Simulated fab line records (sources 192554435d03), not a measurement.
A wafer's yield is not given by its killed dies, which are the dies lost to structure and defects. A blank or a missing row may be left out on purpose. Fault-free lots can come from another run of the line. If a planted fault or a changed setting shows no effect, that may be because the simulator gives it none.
The tool behind it: which one? :: flow n5-finfet :: 27 wafers from 9 lots sampled at 3 of the route's 1938 steps

## WHAT EACH GAUGE READ, for each wafer
N5_MOL_CONTACT_COAG_THK_MEAS_53.
lot: L354
measured: day 5 18:24
on: film-metro-02
VIA_MOL_THK (nm): 43.8 44.2 44.6

lot: L355
measured: day 6 01:10
on: film-metro-01
VIA_MOL_THK (nm): 43.6 43.4 43.9

lot: L356
measured: day 6 05:56
on: film-metro-02
VIA_MOL_THK (nm): 43.5 43.2 43.9

lot: L358
measured: day 6 19:29
on: film-metro-01
VIA_MOL_THK (nm): 44.4 44.5 44.3

lot: L363
measured: day 8 02:53
on: film-metro-01
VIA_MOL_THK (nm): 43.5 43.8 44.2

lot: L368
measured: day 9 04:36
on: film-metro-02
VIA_MOL_THK (nm): 43.5 43.0 43.9

lot: L371
measured: day 9 21:27
on: film-metro-01
VIA_MOL_THK (nm): - - -

lot: L372
measured: day 10 10:17
on: film-metro-02
VIA_MOL_THK (nm): - - -

lot: L373
measured: day 10 12:13
on: film-metro-02
VIA_MOL_THK (nm): - - -

## EACH LOT AND THE TOOL THAT RAN IT (in order: tool; ch and the chambers of the sampled wafers; start)
lot: L354
N5_MOL_CONTACT_COAG_STRIP_49: plasma-asher-01 ch 1, day 5 17:23
N5_MOL_CONTACT_COAG_CMP_52: cmp-01 ch 0,1,2, day 5 18:11

lot: L355
N5_MOL_CONTACT_COAG_STRIP_49: plasma-asher-02 ch 0,1, day 6 00:16
N5_MOL_CONTACT_COAG_CMP_52: cmp-04 ch 0,1,2, day 6 00:54

lot: L356
N5_MOL_CONTACT_COAG_STRIP_49: plasma-asher-02 ch 0,1, day 6 05:02
N5_MOL_CONTACT_COAG_CMP_52: cmp-02 ch 1,2, day 6 05:38

lot: L358
N5_MOL_CONTACT_COAG_STRIP_49: plasma-asher-02 ch 0, day 6 18:36
N5_MOL_CONTACT_COAG_CMP_52: cmp-02 ch 0,2,3, day 6 19:16

lot: L363
N5_MOL_CONTACT_COAG_STRIP_49: plasma-asher-01 ch 0,1, day 8 01:59
N5_MOL_CONTACT_COAG_CMP_52: cmp-02 ch 0,1,2, day 8 02:35

lot: L368
N5_MOL_CONTACT_COAG_STRIP_49: plasma-asher-02 ch 0,1, day 9 03:43
N5_MOL_CONTACT_COAG_CMP_52: cmp-04 ch 0,1,3, day 9 04:19

lot: L371
N5_MOL_CONTACT_COAG_STRIP_49: plasma-asher-01 ch 0,1, day 9 20:33
N5_MOL_CONTACT_COAG_CMP_52: cmp-01 ch 0,2,3, day 9 21:14

lot: L372
N5_MOL_CONTACT_COAG_STRIP_49: plasma-asher-01 ch 0,1, day 10 09:24
N5_MOL_CONTACT_COAG_CMP_52: cmp-01 ch 0,1,2, day 10 10:04

lot: L373
N5_MOL_CONTACT_COAG_STRIP_49: plasma-asher-02 ch 0,1, day 10 11:19
N5_MOL_CONTACT_COAG_CMP_52: cmp-02 ch 0,1, day 10 11:55
- N5_MOL_CONTACT_COAG_STRIP_49: strips in N2/H2, time 30 s.
- N5_MOL_CONTACT_COAG_CMP_52: polishes, stops on SiO2, t overpolish 1.5 s, target thk 66.5 nm.

## THE ANSWER, worked out from the rows above alone
Rule: usual is defined by the lots themselves. Put in order of their means at a reading, lots are off if they are a third of the lots or fewer, leave a main group of 4 or more, and stand apart from it by a gap of 3 or more times the standard deviation of the main group's means; of several such gaps the widest counts. The tables above print the reading to a certain number of digits; a main group whose means all agree to those digits is not used. Also off: a lot with no number at a reading for which 4 or more lots have one. Any other lot the step has rows for is counted as sound.
Off: L371, L372, L373, seen at N5_MOL_CONTACT_COAG_THK_MEAS_53 (VIA_MOL_THK). Without a number there: L371, L372, L373. The main group has a mean of 43.8 nm with a standard deviation of 0.35.
If a tool, at a process step before that reading, ran all the lots that are off and no sound lot after the first of them, it fits. Those tools and the gauges at N5_MOL_CONTACT_COAG_THK_MEAS_53 are tried in the same way. None of those tried fits.

## WHAT THE SIMULATOR PUT IN
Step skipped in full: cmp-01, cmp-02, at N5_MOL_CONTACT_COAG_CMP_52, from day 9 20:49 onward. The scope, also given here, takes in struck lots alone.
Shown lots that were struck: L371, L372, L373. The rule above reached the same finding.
